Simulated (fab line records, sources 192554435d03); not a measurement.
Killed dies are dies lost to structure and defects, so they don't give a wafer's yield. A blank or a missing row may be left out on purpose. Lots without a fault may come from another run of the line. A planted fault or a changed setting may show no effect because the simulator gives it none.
fab line records | flow n5_finfet
record lots=5 wafers=15 last_day=15
route steps=1938 shown BEOL_M1@801
lots that met no fault: from a run of the same line without faults
start_h: hours from the record's first day to the start of the lot's first wafer shown | wait_h: hours since the lot's step before | " the same as in the row above | L1.1+2: a row that stands for several wafers | - no value, or no start given | * or withheld: withheld | < > ~ a bound
route shown NAME@n: a module of which the file shows steps, and the number in the route of the first | usual: mean/standard deviation of fault-free wafers | same: alike in all rows | chamber/n: place in a boat | sites: the reading at each site | _std_site: their standard deviation | _edge_site: outer sites' mean less inner sites' | radius_mm: how far each site lies from the wafer's centre | mask NAME#n: copy n | behind: the tool/chamber that last shaped the wafer | hold: why the lot was held/for how many hours/how that ended | device: the transistor (n, p or np) that didn't switch | end of line: the same wafers' tests at the end of the route | a step without rows: its recipe alone | killed: dies lost to structure and defects at the first sort, not the wafer's yield | map: a wafer's dies, x killed, . not, _ none there
set.NAME: the setting as run; set.NAME@STEP: as run at that earlier step | model.NAME: the simulator's own value behind a step, which no gauge read
lots at some steps of the route; a table a step, a row a wafer
services: from which hour (start_h, from the record's first day; less than 0 if before it) a tool's chamber was out of use, for how many hours, and why
## steps
# step N5_BEOL_M1_ETCH_41
# recipe chemistry=CH3F/O2 target=SiCN target_depth_a=319 taper_deg=2 time_s=57.8 ion_energy_ev=120 mask_material=TiN pressure_mtorr=30 source_w=395 bias_w=75 Ar_flow_sccm=150 CH3F_flow_sccm=30 O2_flow_sccm=20
# usual drypump_motor_current_A=5.9/0.41 oes_product_au=0.77/0.061 rf_vpp_V=297.8/1.5 showerhead_plenum_p_Torr=2.02/0.053 throttle_valve_pct=16.36/0.15
# columns lot.wafer tool chamber start_h wait_h drypump_motor_current_A oes_product_au rf_hours_counter_h rf_vpp_V showerhead_plenum_p_Torr throttle_valve_pct
L078.2 rie_diel-03 1 - - 6.1 0.90 27 296.3 1.95 16.07
L078.4 " 0 " " 6.4 0.74 - 296.7 1.98 16.34
L078.6 " 1 " " 6.0 0.91 - 294.5 1.95 16.10
L079.1 rie_diel-03 0 - - 6.3 0.73 197 296.0 1.98 16.33
L079.2 " 1 " " 6.1 0.90 29 295.0 1.95 16.09
L079.5 " 1 " " 6.0 0.89 - 296.8 1.95 16.09
L082.2 rie_diel-04 3 - - 6.5 0.70 173 296.9 2.00 16.31
L082.5 " 3 " " 6.5 0.70 - 298.3 2.00 16.29
L082.6 " 2 " " 6.5 0.73 - 296.3 1.98 16.28
L084.2 rie_diel-03 3 - - 5.6 0.70 210 296.5 1.98 16.47
L084.5 " 0 " " 6.4 0.72 - 296.5 1.97 16.36
L084.6 " 1 " " 6.0 0.88 - 295.7 1.95 16.10
L085.1 rie_diel-04 2 - - 6.5 0.73 211 296.3 1.98 16.28
L085.2 " 3 " " 6.5 0.70 183 295.2 1.99 16.32
L085.5 " 1 " " 6.2 0.76 - 297.4 2.00 16.50
# step N5_BEOL_M1_STRIP_97
# recipe chemistry=N2/H2 time_s=10 power_w=450 temp_c=40 pressure_mtorr=20 rf_frequency_hz=6e+07 bias_power_w=7 n2_flow_sccm=200 h2_flow_sccm=200
# usual drypump_motor_current_A=5.9/0.41 oes_product_au=0.77/0.06 rf_vpp_V=59.2/0.77 showerhead_plenum_p_Torr=2.57/0.069 throttle_valve_pct=23.76/0.2
# columns lot.wafer tool chamber start_h wait_h drypump_motor_current_A oes_product_au rf_hours_counter_h rf_vpp_V showerhead_plenum_p_Torr throttle_valve_pct
L078.2 rie_diel-03 1 - - 6.1 0.90 27 59.7 2.49 23.78
L078.4 " 0 " " 6.4 0.74 - 59.7 2.51 23.55
L078.6 " 1 " " 6.1 0.90 - 59.9 2.49 23.79
L079.1 rie_diel-03 0 - - 6.3 0.73 197 59.1 2.51 23.55
L079.2 " 1 " " 6.0 0.90 29 58.3 2.49 23.78
L079.5 " 1 " " 6.0 0.89 - 60.4 2.49 23.80
L082.2 rie_diel-04 3 - - 6.4 0.72 173 58.2 2.53 23.67
L082.5 " 3 " " 6.5 0.71 - 60.3 2.53 23.67
L082.6 " 2 " " 6.5 0.74 - 60.0 2.53 23.71
L084.2 rie_diel-03 3 - - 5.6 0.70 210 58.7 2.51 23.63
L084.5 " 0 " " 6.4 0.72 - 58.8 2.51 23.57
L084.6 " 1 " " 6.1 0.88 - 58.6 2.48 23.79
L085.1 rie_diel-04 2 - - 6.5 0.73 211 58.5 2.52 23.73
L085.2 " 3 " " 6.5 0.70 183 59.9 2.53 23.68
L085.5 " 1 " " 6.2 0.76 - 59.9 2.54 23.92
# step N5_BEOL_M1_OCD_MEAS_38
# usual trench_depth_nm=55.3/0.94
# columns lot.wafer tool chamber start_h wait_h trench_depth_nm
L078.2 ocd-02 - 147.08 - 56.6
L078.4 " - " " 55.4
L078.6 " - " " 56.9
L079.1 ocd-02 - 152.46 - 55.3
L079.2 " - " " 57.0
L079.5 " - " " 56.7
L082.2 ocd-02 - 169.86 - 54.5
L082.5 " - " " 54.3
L082.6 " - " " 55.1
L084.2 ocd-01 - 187.50 - 55.3
L084.5 " - " " 54.5
L084.6 " - " " 56.0
L085.1 ocd-01 - 208.94 - 55.6
L085.2 " - " " 55.0
L085.5 " - " " 54.4
# step N5_BEOL_M1_HM_STRIP_39
# recipe chemistry=peroxide_tin_strip material=TiN target_depth_a=250 temp_c=50 time_s=158
# columns lot.wafer tool chamber start_h wait_h
L078.2+4+6 wet_bench-01 5,1,7 147.11 0.0
L079.1+2+5 wet_bench-01 0,6,2 152.49 0.0
L082.2+5+6 wet_bench-06 7,1,4 169.89 0.0
L084.2+5+6 wet_bench-01 7,6,0 187.53 0.0
L085.1+2+5 wet_bench-02 6,4,7 208.97 0.0
# step N5_BEOL_M1_SRD_40
# recipe time_s=30 temp_c=23 rinse_liquid=diw dry=ipa_marangoni
# columns lot.wafer tool chamber start_h wait_h
L078.2+4+6 wet_bench-01 5,1,7 147.16 0.0
L079.1+2+5 wet_bench-01 0,6,2 152.54 0.0
L082.2+5+6 wet_bench-06 7,1,4 169.94 0.0
L084.2+5+6 wet_bench-01 7,6,0 187.58 0.0
L085.1+2+5 wet_bench-02 6,4,7 209.02 0.0
# step N5_BEOL_M1_PRECLEAN_42
# recipe chemistry=residue_remover time_s=60 temp_c=40
# columns lot.wafer tool chamber start_h wait_h
L078.2+4+6 wet_bench-01 5,1,7 147.18 0.0
L079.1+2+5 wet_bench-01 0,6,2 152.56 0.0
L082.2+5+6 wet_bench-06 7,1,4 169.95 0.0
L084.2+5+6 wet_bench-01 7,6,0 187.60 0.0
L085.1+2+5 wet_bench-02 6,4,7 209.03 0.0
# step N5_BEOL_M1_SRD_43
# recipe time_s=30 temp_c=23 rinse_liquid=diw dry=ipa_marangoni
# columns lot.wafer tool chamber start_h wait_h
L078.2+4+6 wet_bench-01 5,1,7 147.19 0.0
L079.1+2+5 wet_bench-01 0,6,2 152.57 0.0
L082.2+5+6 wet_bench-06 7,1,4 169.97 0.0
L084.2+5+6 wet_bench-01 7,6,0 187.61 0.0
L085.1+2+5 wet_bench-02 6,4,7 209.05 0.0
# step N5_BEOL_M1_CD_MEAS_35
# recipe target_cd_nm=18 target_cd_y_nm=21 polarity=opening
# usual cd_nm=17.99/0.3
# columns lot.wafer tool chamber start_h wait_h cd_nm
L078.2 cd_sem-03 - 147.24 0.0 17.96
L078.4 " - " " 18.12
L078.6 " - " " 18.59
L079.1 cd_sem-03 - 152.61 0.0 18.17
L079.2 " - " " 18.74
L079.5 " - " " 18.13
L082.2 cd_sem-02 - 170.01 0.0 17.89
L082.5 " - " " 17.86
L082.6 " - " " 17.64
L084.2 cd_sem-03 - 187.66 0.0 18.25
L084.5 " - " " 18.03
L084.6 " - " " 18.18
L085.1 cd_sem-03 - 209.09 0.0 17.53
L085.2 " - " " 18.10
L085.5 " - " " 17.84
# step N5_BEOL_M1_DEGAS_44
# recipe ambient=vacuum temp_c=250 time_s=60
# usual heater_power_w=339/38
# columns lot.wafer tool chamber start_h wait_h heater_power_w
L078.2 pvd_sputter-01 - 147.56 0.3 306
L078.4 " - " " 311
L078.6 " - " " 382
L079.1 pvd_sputter-03 - 152.87 0.3 393
L079.2 " - " " 360
L079.5 " - " " 391
L082.2 pvd_sputter-01 - 170.05 0.0 315
L082.5 " - " " 373
L082.6 " - " " 312
L084.2 pvd_sputter-02 - 188.07 0.4 353
L084.5 " - " " 358
L084.6 " - " " 351
L085.1 pvd_sputter-03 - 209.41 0.3 388
L085.2 " - " " 278
L085.5 " - " " 376
# step N5_BEOL_M1_PRE_CLEAN_45
# recipe gas=H2/He time_s=30 temp_c=250
# usual heater_power_w=338/38
# columns lot.wafer tool chamber start_h wait_h heater_power_w
L078.2 pvd_sputter-01 - 147.60 0.0 298
L078.4 " - " " 309
L078.6 " - " " 372
L079.1 pvd_sputter-03 - 152.91 0.0 380
L079.2 " - " " 359
L079.5 " - " " 384
L082.2 pvd_sputter-01 - 170.09 0.0 310
L082.5 " - " " 382
L082.6 " - " " 307
L084.2 pvd_sputter-02 - 188.11 0.0 345
L084.5 " - " " 343
L084.6 " - " " 354
L085.1 pvd_sputter-03 - 209.45 0.0 379
L085.2 " - " " 278
L085.5 " - " " 380
# step N5_BEOL_M1_ALD_84
# recipe material=TaN target_thk_a=* temp_c=275 ald_precursor_family=PDMAT ald_co_reactant=NH3 pressure_torr=3 carrier_flow_sccm=1500 pulse_time_s=2 purge_time_s=3 co_reactant_purge_time_s=2 co_reactant_pulse_time_s=3 ald_cycles=30 precursor_vessel_temp_c=75 precursor_vessel_pressure_torr=26.25 precursor_vessel_carrier_sccm=1000
# usual heater_power_w=438/55 precursor_vessel_temp_c=75.01/0.14
# same co_reactant_purge_time_s=2
# columns lot.wafer tool chamber start_h wait_h heater_power_w precursor_vessel_temp_c
L078.2 ald_metal-03 3 147.67 0.0 474 75.20
L078.4 " 0 " " 506 75.05
L078.6 " 3 " " 463 75.36
L079.1 ald_metal-02 2 153.09 0.2 518 74.80
L079.2 " 1 " " 410 74.90
L079.5 " 3 " " 551 74.88
L082.2 ald_metal-02 0 170.17 0.1 507 75.07
L082.5 " 0 " " 494 75.15
L082.6 " 3 " " 557 74.96
L084.2 ald_metal-04 0 188.17 0.0 407 74.97
L084.5 " 3 " " 431 74.84
L084.6 " 1 " " 388 75.13
L085.1 ald_metal-03 3 209.56 0.1 455 74.90
L085.2 " 1 " " 393 74.95
L085.5 " 3 " " 452 75.00
# step N5_BEOL_M1_SURFACE_TREAT_85
# recipe gas=Ar time_s=* ion_energy_ev=* ion_current_ma_cm2=0.5 pressure_mtorr=* ar_flow_sccm=30
# usual pressure_mtorr=* throttle_valve_pct=*
# columns lot.wafer tool chamber start_h wait_h pressure_mtorr throttle_valve_pct
L078.2 pvd_sputter-01 - 147.92 0.2 * *
L078.4 " - " " * *
L078.6 " - " " * *
L079.1 pvd_sputter-03 - 153.42 0.2 * *
L079.2 " - " " * *
L079.5 " - " " * *
L082.2 pvd_sputter-03 - 170.39 0.1 * *
L082.5 " - " " * *
L082.6 " - " " * *
L084.2 pvd_sputter-02 - 188.43 0.2 * *
L084.5 " - " " * *
L084.6 " - " " * *
L085.1 pvd_sputter-01 - 209.86 0.2 * *
L085.2 " - " " * *
L085.5 " - " " * *
# step N5_BEOL_M1_CVD_47
# recipe material=Co target_thk_a=30 temp_c=withheld precursor=CCTBA/H2 pressure_torr=30 time_s=223.8
# columns lot.wafer tool chamber start_h wait_h
L078.2+4+6 cvd_co-02 0,2,0 148.08 0.1
L079.1+2+5 cvd_co-02 2,0,1 153.71 0.3
L082.2+5+6 cvd_co-01 0 170.52 0.1
L084.2+5+6 cvd_co-02 0,1,0 188.66 0.2
L085.1+2+5 cvd_co-02 1,0,2 210.06 0.2
# step N5_BEOL_M1_SPUTTER_48
# recipe material=Cu target_thk_a=45 temp_c=-20 chamber_pressure_pa=0.07 power_w=withheld time_s=8.29
# usual throttle_valve_pct=29.6/0.96
# columns lot.wafer tool chamber start_h wait_h throttle_valve_pct
L078.2 pvd_sputter-01 - 148.40 0.3 30.3
L078.4 " - " " 29.4
L078.6 " - " " 29.6
L079.1 pvd_sputter-03 - 155.42 1.6 31.9
L079.2 " - " " 29.3
L079.5 " - " " 31.9
L082.2 pvd_sputter-03 - 170.99 0.4 29.5
L082.5 " - " " 29.4
L082.6 " - " " 29.6
L084.2 pvd_sputter-02 - 188.95 0.2 29.8
L084.5 " - " " 27.8
L084.6 " - " " 29.8
L085.1 pvd_sputter-03 - 210.29 0.2 31.7
L085.2 " - " " 30.0
L085.5 " - " " 29.4
# step N5_BEOL_M1_ANNEAL_49
# recipe temp_c=400 time_s=240 ambient=vacuum
# usual heater_power_w=845/88
# columns lot.wafer tool chamber start_h wait_h heater_power_w
L078.2 pvd_sputter-01 - 148.48 0.0 764
L078.4 " - " " 933
L078.6 " - " " 930
L079.1 pvd_sputter-03 - 155.50 0.0 961
L079.2 " - " " 893
L079.5 " - " " 964
L082.2 pvd_sputter-03 - 171.07 0.0 889
L082.5 " - " " 908
L082.6 " - " " 962
L084.2 pvd_sputter-02 - 189.03 0.0 867
L084.5 " - " " 897
L084.6 " - " " 870
L085.1 pvd_sputter-03 - 210.37 0.0 988
L085.2 " - " " 708
L085.5 " - " " 967
# step N5_BEOL_M1_SPUTTER_79
# recipe material=Cu target_thk_a=45 temp_c=-20 chamber_pressure_pa=0.07 power_w=withheld time_s=8.29
# usual throttle_valve_pct=29.6/0.95
# columns lot.wafer tool chamber start_h wait_h throttle_valve_pct
L078.2 pvd_sputter-01 - 148.62 0.1 30.1
L078.4 " - " " 29.6
L078.6 " - " " 29.6
L079.1 pvd_sputter-03 - 155.64 0.1 31.9
L079.2 " - " " 29.3
L079.5 " - " " 32.3
L082.2 pvd_sputter-03 - 171.21 0.1 29.5
L082.5 " - " " 29.3
L082.6 " - " " 29.9
L084.2 pvd_sputter-02 - 189.17 0.1 29.7
L084.5 " - " " 28.0
L084.6 " - " " 29.8
L085.1 pvd_sputter-03 - 210.51 0.1 31.9
L085.2 " - " " 29.8
L085.5 " - " " 29.5
# step N5_BEOL_M1_ANNEAL_80
# recipe temp_c=400 time_s=240 ambient=vacuum
# usual heater_power_w=844/88
# columns lot.wafer tool chamber start_h wait_h heater_power_w
L078.2 pvd_sputter-01 - 148.70 0.0 750
L078.4 " - " " 942
L078.6 " - " " 938
L079.1 pvd_sputter-03 - 155.72 0.0 958
L079.2 " - " " 897
L079.5 " - " " 965
L082.2 pvd_sputter-03 - 171.29 0.0 903
L082.5 " - " " 911
L082.6 " - " " 958
L084.2 pvd_sputter-02 - 189.25 0.0 845
L084.5 " - " " 876
L084.6 " - " " 873
L085.1 pvd_sputter-03 - 210.59 0.0 985
L085.2 " - " " 695
L085.5 " - " " 964
# step N5_BEOL_M1_SPUTTER_81
# recipe material=Cu target_thk_a=45 temp_c=-20 chamber_pressure_pa=0.07 power_w=withheld time_s=8.29
# usual throttle_valve_pct=29.6/0.96
# columns lot.wafer tool chamber start_h wait_h throttle_valve_pct
L078.2 pvd_sputter-01 - 148.84 0.1 30.4
L078.4 " - " " 29.9
L078.6 " - " " 29.9
L079.1 pvd_sputter-03 - 155.86 0.1 31.9
L079.2 " - " " 29.3
L079.5 " - " " 32.1
L082.2 pvd_sputter-03 - 171.43 0.1 29.4
L082.5 " - " " 29.5
L082.6 " - " " 29.3
L084.2 pvd_sputter-02 - 189.39 0.1 29.7
L084.5 " - " " 27.7
L084.6 " - " " 30.2
L085.1 pvd_sputter-03 - 210.73 0.1 32.0
L085.2 " - " " 29.6
L085.5 " - " " 29.5
# step N5_BEOL_M1_ANNEAL_82
# recipe temp_c=400 time_s=240 ambient=vacuum
# usual heater_power_w=842/89
# columns lot.wafer tool chamber start_h wait_h heater_power_w
L078.2 pvd_sputter-01 - 148.92 0.0 753
L078.4 " - " " 925
L078.6 " - " " 932
L079.1 pvd_sputter-03 - 155.94 0.0 963
L079.2 " - " " 903
L079.5 " - " " 973
L082.2 pvd_sputter-03 - 171.51 0.0 888
L082.5 " - " " 894
L082.6 " - " " 944
L084.2 pvd_sputter-02 - 189.47 0.0 865
L084.5 " - " " 870
L084.6 " - " " 877
L085.1 pvd_sputter-03 - 210.81 0.0 970
L085.2 " - " " 672
L085.5 " - " " 969
# step N5_BEOL_M1_SPUTTER_86
# recipe material=Cu target_thk_a=45 temp_c=-20 chamber_pressure_pa=0.07 power_w=withheld time_s=8.29
# usual throttle_valve_pct=29.6/0.96
# columns lot.wafer tool chamber start_h wait_h throttle_valve_pct
L078.2 pvd_sputter-01 - 149.06 0.1 30.2
L078.4 " - " " 29.6
L078.6 " - " " 29.4
L079.1 pvd_sputter-03 - 156.08 0.1 32.0
L079.2 " - " " 29.4
L079.5 " - " " 32.0
L082.2 pvd_sputter-03 - 171.65 0.1 29.5
L082.5 " - " " 29.4
L082.6 " - " " 29.5
L084.2 pvd_sputter-02 - 189.61 0.1 29.8
L084.5 " - " " 27.6
L084.6 " - " " 29.9
L085.1 pvd_sputter-03 - 210.95 0.1 32.0
L085.2 " - " " 29.8
L085.5 " - " " 29.3
# step N5_BEOL_M1_ANNEAL_87
# recipe temp_c=400 time_s=240 ambient=vacuum
# usual heater_power_w=844/90
# columns lot.wafer tool chamber start_h wait_h heater_power_w
L078.2 pvd_sputter-01 - 149.14 0.0 762
L078.4 " - " " 938
L078.6 " - " " 940
L079.1 pvd_sputter-03 - 156.16 0.0 940
L079.2 " - " " 886
L079.5 " - " " 959
L082.2 pvd_sputter-03 - 171.73 0.0 897
L082.5 " - " " 907
L082.6 " - " " 966
L084.2 pvd_sputter-02 - 189.69 0.0 869
L084.5 " - " " 888
L084.6 " - " " 863
L085.1 pvd_sputter-03 - 211.03 0.0 978
L085.2 " - " " 696
L085.5 " - " " 950
# step N5_BEOL_M1_SPUTTER_88
# recipe material=Cu target_thk_a=45 temp_c=-20 chamber_pressure_pa=0.07 power_w=withheld time_s=8.29
# usual throttle_valve_pct=29.6/0.96
# columns lot.wafer tool chamber start_h wait_h throttle_valve_pct
L078.2 pvd_sputter-01 - 149.28 0.1 30.5
L078.4 " - " " 29.5
L078.6 " - " " 29.8
L079.1 pvd_sputter-03 - 156.30 0.1 32.1
L079.2 " - " " 29.2
L079.5 " - " " 31.8
L082.2 pvd_sputter-03 - 171.87 0.1 29.5
L082.5 " - " " 29.5
L082.6 " - " " 29.4
L084.2 pvd_sputter-02 - 189.83 0.1 29.8
L084.5 " - " " 27.9
L084.6 " - " " 29.7
L085.1 pvd_sputter-03 - 211.17 0.1 31.9
L085.2 " - " " 29.9
L085.5 " - " " 29.4
# step N5_BEOL_M1_ANNEAL_89
# recipe temp_c=400 time_s=240 ambient=vacuum
# usual heater_power_w=844/89
# columns lot.wafer tool chamber start_h wait_h heater_power_w
L078.2 pvd_sputter-01 - 149.36 0.0 771
L078.4 " - " " 925
L078.6 " - " " 943
L079.1 pvd_sputter-03 - 156.38 0.0 985
L079.2 " - " " 893
L079.5 " - " " 966
L082.2 pvd_sputter-03 - 171.95 0.0 890
L082.5 " - " " 903
L082.6 " - " " 957
L084.2 pvd_sputter-02 - 189.91 0.0 874
L084.5 " - " " 899
L084.6 " - " " 867
L085.1 pvd_sputter-03 - 211.25 0.0 945
L085.2 " - " " 683
L085.5 " - " " 945
# step N5_BEOL_M1_SPUTTER_90
# recipe material=Cu target_thk_a=45 temp_c=-20 chamber_pressure_pa=0.07 power_w=withheld time_s=8.29
# usual throttle_valve_pct=29.6/0.95
# columns lot.wafer tool chamber start_h wait_h throttle_valve_pct
L078.2 pvd_sputter-01 - 149.50 0.1 30.3
L078.4 " - " " 29.4
L078.6 " - " " 29.6
L079.1 pvd_sputter-03 - 156.52 0.1 31.9
L079.2 " - " " 29.7
L079.5 " - " " 32.0
L082.2 pvd_sputter-03 - 172.09 0.1 29.6
L082.5 " - " " 29.4
L082.6 " - " " 29.4
L084.2 pvd_sputter-02 - 190.05 0.1 29.8
L084.5 " - " " 27.8
L084.6 " - " " 29.9
L085.1 pvd_sputter-03 - 211.39 0.1 31.7
L085.2 " - " " 29.7
L085.5 " - " " 29.4
# step N5_BEOL_M1_ANNEAL_91
# recipe temp_c=400 time_s=240 ambient=vacuum
# usual heater_power_w=845/90
# columns lot.wafer tool chamber start_h wait_h heater_power_w
L078.2 pvd_sputter-01 - 149.58 0.0 763
L078.4 " - " " 937
L078.6 " - " " 940
L079.1 pvd_sputter-03 - 156.60 0.0 992
L079.2 " - " " 908
L079.5 " - " " 988
L082.2 pvd_sputter-03 - 172.17 0.0 913
L082.5 " - " " 913
L082.6 " - " " 942
L084.2 pvd_sputter-02 - 190.13 0.0 870
L084.5 " - " " 887
L084.6 " - " " 874
L085.1 pvd_sputter-03 - 211.47 0.0 996
L085.2 " - " " 674
L085.5 " - " " 986
# step N5_BEOL_M1_SPUTTER_92
# recipe material=Cu target_thk_a=45 temp_c=-20 chamber_pressure_pa=0.07 power_w=withheld time_s=8.29
# usual throttle_valve_pct=29.6/0.93
# columns lot.wafer tool chamber start_h wait_h throttle_valve_pct
L078.2 pvd_sputter-01 - 149.72 0.1 30.1
L078.4 " - " " 29.7
L078.6 " - " " 29.8
L079.1 pvd_sputter-03 - 156.74 0.1 31.9
L079.2 " - " " 29.5
L079.5 " - " " 31.7
L082.2 pvd_sputter-03 - 172.31 0.1 29.7
L082.5 " - " " 29.3
L082.6 " - " " 29.5
L084.2 pvd_sputter-02 - 190.27 0.1 29.8
L084.5 " - " " 28.0
L084.6 " - " " 29.8
L085.1 pvd_sputter-03 - 211.61 0.1 32.0
L085.2 " - " " 29.8
L085.5 " - " " 29.4
# step N5_BEOL_M1_ANNEAL_93
# recipe temp_c=400 time_s=240 ambient=vacuum
# usual heater_power_w=843/88
# columns lot.wafer tool chamber start_h wait_h heater_power_w
L078.2 pvd_sputter-01 - 149.80 0.0 753
L078.4 " - " " 945
L078.6 " - " " 937
L079.1 pvd_sputter-03 - 156.82 0.0 961
L079.2 " - " " 890
L079.5 " - " " 968
L082.2 pvd_sputter-03 - 172.39 0.0 921
L082.5 " - " " 882
L082.6 " - " " 976
L084.2 pvd_sputter-02 - 190.35 0.0 859
L084.5 " - " " 886
L084.6 " - " " 864
L085.1 pvd_sputter-03 - 211.69 0.0 989
L085.2 " - " " 681
L085.5 " - " " 933
# step N5_BEOL_M1_SPUTTER_94
# recipe material=Cu target_thk_a=45 temp_c=-20 chamber_pressure_pa=0.07 power_w=withheld time_s=8.29
# usual throttle_valve_pct=29.6/0.98
# columns lot.wafer tool chamber start_h wait_h throttle_valve_pct
L078.2 pvd_sputter-01 - 149.94 0.1 30.3
L078.4 " - " " 29.5
L078.6 " - " " 29.3
L079.1 pvd_sputter-03 - 156.96 0.1 32.2
L079.2 " - " " 29.3
L079.5 " - " " 32.1
L082.2 pvd_sputter-03 - 172.53 0.1 29.5
L082.5 " - " " 29.4
L082.6 " - " " 29.5
L084.2 pvd_sputter-02 - 190.49 0.1 30.2
L084.5 " - " " 27.9
L084.6 " - " " 29.7
L085.1 pvd_sputter-03 - 211.83 0.1 31.8
L085.2 " - " " 30.0
L085.5 " - " " 29.6
# step N5_BEOL_M1_ANNEAL_95
# recipe temp_c=400 time_s=240 ambient=vacuum
# usual heater_power_w=842/89
# columns lot.wafer tool chamber start_h wait_h heater_power_w
L078.2 pvd_sputter-01 - 150.02 0.0 756
L078.4 " - " " 934
L078.6 " - " " 945
L079.1 pvd_sputter-03 - 157.04 0.0 994
L079.2 " - " " 902
L079.5 " - " " 939
L082.2 pvd_sputter-03 - 172.61 0.0 900
L082.5 " - " " 906
L082.6 " - " " 956
L084.2 pvd_sputter-02 - 190.57 0.0 876
L084.5 " - " " 885
L084.6 " - " " 858
L085.1 pvd_sputter-03 - 211.91 0.0 952
L085.2 " - " " 683
L085.5 " - " " 968
# step N5_BEOL_M1_SPUTTER_96
# recipe material=Cu target_thk_a=45 temp_c=-20 chamber_pressure_pa=0.07 power_w=withheld time_s=8.29
# usual throttle_valve_pct=29.6/0.96
# columns lot.wafer tool chamber start_h wait_h throttle_valve_pct
L078.2 pvd_sputter-01 - 150.16 0.1 30.2
L078.4 " - " " 29.6
L078.6 " - " " 30.0
L079.1 pvd_sputter-03 - 157.18 0.1 32.2
L079.2 " - " " 29.5
L079.5 " - " " 32.1
L082.2 pvd_sputter-03 - 172.75 0.1 29.7
L082.5 " - " " 29.5
L082.6 " - " " 29.6
L084.2 pvd_sputter-02 - 190.71 0.1 29.7
L084.5 " - " " 27.8
L084.6 " - " " 30.1
L085.1 pvd_sputter-03 - 212.05 0.1 32.0
L085.2 " - " " 30.0
L085.5 " - " " 29.6
# step N5_BEOL_M1_ECD_50
# recipe material=Cu target_thk_a=3000
# columns lot.wafer tool chamber start_h wait_h
L078.2+4+6 ecd_cu-02 1,0,1 150.28 0.1
L079.1+2+5 ecd_cu-02 0,1,0 157.29 0.1
L082.2+5+6 ecd_cu-01 0,0,1 172.87 0.1
L084.2+5+6 ecd_cu-01 1,0,1 190.83 0.1
L085.1+2+5 ecd_cu-02 1,0,0 212.17 0.1
# step N5_BEOL_M1_ANNEAL_51
# recipe temp_c=225 time_s=90 ambient=N2
# usual wafer_temp_C_max=226.12/0.27
# columns lot.wafer tool chamber start_h wait_h wafer_temp_C_max
L078.2 rtp_anneal-02 0 150.41 0.1 225.94
L078.4 " 0 " " 225.99
L078.6 " 0 " " 226.36
L079.1 rtp_anneal-02 0 157.37 0.1 225.98
L079.2 " 0 " " 225.94
L079.5 " 0 " " 225.58
L082.2 rtp_anneal-01 0 172.99 0.1 226.21
L082.5 " 0 " " 226.13
L082.6 " 0 " " 226.00
L084.2 rtp_anneal-01 0 190.95 0.1 226.27
L084.5 " 0 " " 226.11
L084.6 " 0 " " 225.81
L085.1 rtp_anneal-02 0 212.25 0.1 226.14
L085.2 " 0 " " 225.77
L085.5 " 0 " " 225.65
# step N5_BEOL_M1_CMP_52
# recipe stop_on=SiOC t_overpolish_s=6.8 down_force_psi=1 platen_rpm=50 clearing_platen_down_force_psi=1.5 clearing_platen_rpm=50 post_cmp_clean=cu_alkaline target_thk_nm=40 clearing_platen_pad_velocity_m_s=0.99484 pad_velocity_m_s=0.99484
# usual barrier_field_endpoint_s=24.4/0.57 motor_current_A=5.8/0.68 overpolish_run_s=6.799/0.0094 time_to_endpoint_s=62.0/2.5
# columns lot.wafer tool chamber start_h wait_h barrier_field_endpoint_s motor_current_A overpolish_run_s time_to_endpoint_s
L078.4 cmp-04 0 150.66 0.1 25.5 5.3 6.794 63.0
L078.2 " 2 " " 24.4 5.6 6.791 61.5
L078.6 " 0 " " 25.3 5.4 6.783 65.9
L079.2 cmp-03 2 157.71 0.2 24.3 6.0 6.794 63.1
L079.1 " 0 " " 24.3 5.5 6.800 62.6
L079.5 " 2 " " 24.7 5.7 6.792 63.8
L082.2 cmp-03 0 173.24 0.2 25.2 5.7 6.806 65.1
L082.6 " 0 " " 24.9 5.8 6.816 63.8
L082.5 " 1 " " 24.5 7.1 6.820 62.0
L084.2 cmp-04 1 191.32 0.3 24.0 4.9 6.795 58.1
L084.6 " 2 " " 24.2 5.5 6.816 60.4
L084.5 " 3 " " 24.4 4.6 6.811 59.9
L085.1 cmp-01 0 212.54 0.3 24.4 6.7 6.798 60.4
L085.2 " 1 " " 24.8 5.7 6.783 63.5
L085.5 " 1 " " 24.3 5.7 6.810 60.4
# step N5_BEOL_M1_THK_MEAS_53
# recipe thk_meas_gauge=xrf reads=Cu_of_BEOL_M1_ECD_50
# usual M1_THK=39.8/1.3
# columns lot.wafer tool chamber start_h wait_h M1_THK[nm]
L078.2 film_metro-01 - 150.95 - 40.4
L078.4 " - " " 40.9
L078.6 " - " " 40.8
L079.1 film_metro-01 - 157.96 - 38.6
L079.2 " - " " 39.7
L079.5 " - " " 41.7
L082.2 film_metro-02 - 173.54 - 40.0
L082.5 " - " " 42.8
L082.6 " - " " 40.7
L084.2 film_metro-01 - 191.50 - 38.3
L084.5 " - " " 40.4
L084.6 " - " " 40.9
L085.1 film_metro-02 - 212.84 - 39.9
L085.2 " - " " 39.3
L085.5 " - " " 40.6
# step N5_BEOL_M1_PRE_CLEAN_60
# recipe gas=NH3/H2 time_s=15 temp_c=* rf_power_w=300
# usual heater_power_w=81/5.4
# columns lot.wafer tool chamber start_h wait_h heater_power_w
L078.2 cvd_co-02 2 150.99 0.0 83
L078.4 " 0 " " 73
L078.6 " 2 " " 85
L079.1 cvd_co-02 1 158.00 0.0 86
L079.2 " 2 " " 84
L079.5 " 2 " " 85
L082.2 cvd_co-01 0 173.59 0.1 75
L082.5 " 0 " " 76
L082.6 " 0 " " 76
L084.2 cvd_co-02 0 191.54 0.0 73
L084.5 " 2 " " 84
L084.6 " 0 " " 75
L085.1 cvd_co-01 1 212.87 0.0 81
L085.2 " 2 " " 85
L085.5 " 1 " " 84
## services
# columns tool chamber start_h hours kind
cmp-03 - 125.10 0.6 repair
wet_bench-02 - 130.49 1.9 pm
ecd_cu-02 - 140.71 0.5 repair
cmp-03 - 143.16 0.8 repair
cvd_co-02 - 144.26 3.0 repair
ald_metal-02 - 144.38 0.7 repair
cmp-01 - 144.48 7.2 repair
cvd_co-01 - 147.27 6.0 pm
ald_metal-03 2 153.72 2.4 repair
ald_metal-02 2 156.52 9.5 repair
wet_bench-01 - 157.71 1.9 pm
cvd_co-01 2 167.15 10.9 repair
cvd_co-01 1 167.27 34.5 repair
pvd_sputter-02 - 174.26 5.0 repair
cvd_co-02 - 178.10 0.3 repair
ald_metal-04 2 180.31 24.7 repair
cmp-01 - 181.22 2.8 repair
wet_bench-02 - 186.84 1.3 repair
cvd_co-01 - 202.00 3.4 repair
## key
fault none
